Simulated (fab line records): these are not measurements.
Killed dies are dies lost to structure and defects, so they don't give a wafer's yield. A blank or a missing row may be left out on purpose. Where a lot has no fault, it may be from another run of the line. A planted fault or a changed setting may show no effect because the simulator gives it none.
What tool caused it? ; flow n5Finfet ; Sampling: 11 lots, 32 wafers, 4 of 1938 route steps

## WHAT THE GAUGES SHOWED, per wafer
N5_BEOL_M15_INSPECT_55: inspects for defects (darkfield). Usual: rawDefectCount reads 67 (standard deviation 23).
lot;measured;on;rawDefectCount;flag
L932;day 10 17:55;defectInspect-01;100 59 71;
L933;day 11 16:08;defectInspect-01;43 65 50;
L935;day 11 16:58;defectInspect-02;75 51 73;
L934;day 11 21:02;defectInspect-01;67 105 41;
L936;day 12 08:44;defectInspect-02;29 37 38;
L945;day 15 02:49;defectInspect-01;42 66 90;
L947;day 15 10:07;defectInspect-01;47 67 117;
L950;day 16 04:02;defectInspect-02;64 54;
L952;day 16 06:11;defectInspect-01;70 87 60;
L954;day 17 13:55;defectInspect-02;60 85 62;
L955;day 17 14:28;defectInspect-01;80 58 79;

## TOOL THAT RAN EACH LOT (tool first, then ch and the chambers of the sampled wafers, then the start)
lot;N5_BEOL_M15_SPUTTER_43;N5_BEOL_M15_ANNEAL_48;N5_BEOL_M15_DEP_53
L932;pvdSputter-01, day 10 16:40;rtpAnneal-02 ch 0, day 10 17:19;pecvd-04 ch 0,1,2, day 10 17:51
L933;pvdSputter-02, day 11 14:53;rtpAnneal-01 ch 0, day 11 15:26;pecvd-04 ch 0,2, day 11 16:03
L935;pvdSputter-02, day 11 15:42;rtpAnneal-02 ch 0, day 11 16:16;pecvd-04 ch 0,2, day 11 16:52
L934;pvdSputter-03, day 11 19:47;rtpAnneal-01 ch 0, day 11 20:18;pecvd-04 ch 0,1,2, day 11 20:57
L936;pvdSputter-01, day 12 06:37;rtpAnneal-01 ch 0, day 12 07:59;pecvd-01 ch 0,1, day 12 08:38
L945;pvdSputter-01, day 15 01:33;rtpAnneal-02 ch 0, day 15 02:10;pecvd-01 ch 1,2, day 15 02:43
L947;pvdSputter-02, day 15 08:50;rtpAnneal-01 ch 0, day 15 09:29;pecvd-02 ch 0,1,2, day 15 10:02
L950;pvdSputter-03, day 16 01:05;rtpAnneal-02 ch 0, day 16 03:01;pecvd-02 ch 1,2, day 16 03:56
L952;pvdSputter-03, day 16 04:55;rtpAnneal-01 ch 0, day 16 05:26;pecvd-02 ch 0,1,2, day 16 06:06
L954;pvdSputter-01, day 17 12:38;rtpAnneal-01 ch 0, day 17 13:11;pecvd-01 ch 0,1,2, day 17 13:50
L955;pvdSputter-01, day 17 13:12;rtpAnneal-01 ch 0, day 17 13:43;pecvd-01 ch 0,2, day 17 14:23
- N5_BEOL_M15_SPUTTER_43: material TaN, target thk 15 nm, time 24.19 s.
- N5_BEOL_M15_ANNEAL_48: time 90 s.
- N5_BEOL_M15_DEP_53: deposits SiCN from 3MS/NH3, target thk 50 nm, time 17.8 s.

## WHAT THE TOOLS THEMSELVES READ (means of the sampled wafers that have a number; where no wafer has one, the mark that the record gives instead)
N5_BEOL_M15_SPUTTER_43. Usual: cathodeDcPowerW 15000 W, standard deviation 2.8; throttleValvePct 29.4 %, standard deviation 1.2.
lot;tool;cathodeDcPowerW (W);throttleValvePct (%);flag
L932;pvdSputter-01;15000;28.6;
L933;pvdSputter-02;15000;29.4;
L935;pvdSputter-02;15002;29.6;
L934;pvdSputter-03;15002;30.7;
L936;pvdSputter-01;15000;28.5;
L945;pvdSputter-01;14725;28.3;OFF
L947;pvdSputter-02;15000;29.7;
L950;pvdSputter-03;15000;31.4;
L952;pvdSputter-03;15001;30.8;
L954;pvdSputter-01;14998;30.1;
L955;pvdSputter-01;14998;28.8;

N5_BEOL_M15_ANNEAL_48. Usual: wafer_temp_C_max reads 225.73 (standard deviation 0.24).
lot;tool;wafer_temp_C_max;flag
L932;rtpAnneal-02;225.99;
L933;rtpAnneal-01;225.44;
L935;rtpAnneal-02;225.66;
L934;rtpAnneal-01;225.58;
L936;rtpAnneal-01;225.72;
L945;rtpAnneal-02;225.95;
L947;rtpAnneal-01;225.59;
L950;rtpAnneal-02;225.45;
L952;rtpAnneal-01;225.77;
L954;rtpAnneal-01;225.75;
L955;rtpAnneal-01;225.34;

N5_BEOL_M15_DEP_53. Usual: showerheadPlenumPTorr 4.159 Torr, standard deviation 0.024; throttleValvePct 18.5 %, standard deviation 0.92.
lot;tool;showerheadPlenumPTorr (Torr);throttleValvePct (%);flag
L932;pecvd-04;4.156;18.1;
L933;pecvd-04;4.155;18.3;
L935;pecvd-04;4.161;18.2;
L934;pecvd-04;4.146;18.3;
L936;pecvd-01;4.198;19.9;
L945;pecvd-01;4.160;18.5;
L947;pecvd-02;4.145;17.9;
L950;pecvd-02;4.143;18.0;
L952;pecvd-02;4.146;18.0;
L954;pecvd-01;4.189;19.7;
L955;pecvd-01;4.208;20.5;

## THE ANSWER, worked out from the rows above alone
Rule: take the mean of a lot's wafers that have a number; if it is more than 3 standard deviations from the usual mean, the lot is off. Also off: a lot with no number at a reading for which 4 or more lots have one. All remaining lots with rows at the step are treated as sound. First the gauges in route order, then the tools' own readings, where a lot's mean is used as printed above. At the first step where some lot is off, the reading lying furthest off is the one used; lots without a number count as furthest.
Off, at N5_BEOL_M15_SPUTTER_43 on cathodeDcPowerW: L945.
If a tool, at that step or one of the process steps before it, ran each lot that is off and ran no sound lot following the first of them, it fits. Not one of the candidates tried fits.

## WHAT HAD BEEN PUT IN BY THE SIMULATOR
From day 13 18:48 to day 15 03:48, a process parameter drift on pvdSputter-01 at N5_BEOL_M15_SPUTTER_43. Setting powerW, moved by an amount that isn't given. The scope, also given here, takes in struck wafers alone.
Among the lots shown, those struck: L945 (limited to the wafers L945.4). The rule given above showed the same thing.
